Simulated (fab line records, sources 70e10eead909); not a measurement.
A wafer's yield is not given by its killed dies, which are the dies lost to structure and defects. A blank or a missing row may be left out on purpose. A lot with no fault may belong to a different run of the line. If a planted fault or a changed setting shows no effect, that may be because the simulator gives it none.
A single fault, viewed from 2 desks | flow nand-harc | only its own numbers are on each desk; what lay behind them is given at the end

== FOR THE TOOL OWNER'S DESK: pecvd-01 ==
The tool's own readings at NHARC_A_BONDPAD_DEP_00 (deposits SiCN, target thk 250 nm): means of the sampled wafers that have a number, for each lot that ran on this tool. Marked OUT: a lot whose mean sits more than 4 standard deviations from the usual mean, which makes it out of limits; the brackets give that distance.
Columns: A = heater-power-w at NHARC_A_BONDPAD_DEP_00, usual 582 W
lot  | first seen here | A
L784 | day 18 00:32    | 682
L787 | day 18 05:00    | 603
L783 | day 18 07:30    | 672
L790 | day 19 05:25    | 560
L791 | day 19 21:40    | 585
L801 | day 22 12:13    | 574
L802 | day 22 12:41    | 497
L806 | day 24 06:04    | 496
This desk's finding: nothing out of limits on any of the 8 lots.

== FROM THE METROLOGY DESK ==
Lot by lot, what the gauges showed, no matter which tool ran the lot: averages of those sampled wafers that carry a number. Marked OUT: a lot whose mean sits more than 4 standard deviations from the usual mean, which makes it out of limits; the brackets give that distance.
Columns: A = thk-nm at NHARC_THIN_TSV_THK_MEAS_02, usual 2977 nm
lot  | first seen here | A
L784 | day 18 20:30    | 3132
L787 | day 18 21:41    | 2818
L786 | day 18 22:52    | 3294
L783 | day 19 00:06    | 2903
L788 | day 19 01:18    | 2926
L790 | day 19 22:01    | 2845
L791 | day 20 21:46    | 2960
L800 | day 22 22:59    | 3004
L802 | day 23 04:07    | 3149
L801 | day 23 05:17    | 3024
L804 | day 24 04:29    | 2752
L806 | day 24 21:28    | 3062
This desk's finding: nothing out of limits on any of the 12 lots.

== BROUGHT TOGETHER ==
The tool owner's desk saw nothing out of limits.
Metrology desk: nothing out of limits seen.

== WHAT HAD BEEN PUT IN BY THE SIMULATOR ==
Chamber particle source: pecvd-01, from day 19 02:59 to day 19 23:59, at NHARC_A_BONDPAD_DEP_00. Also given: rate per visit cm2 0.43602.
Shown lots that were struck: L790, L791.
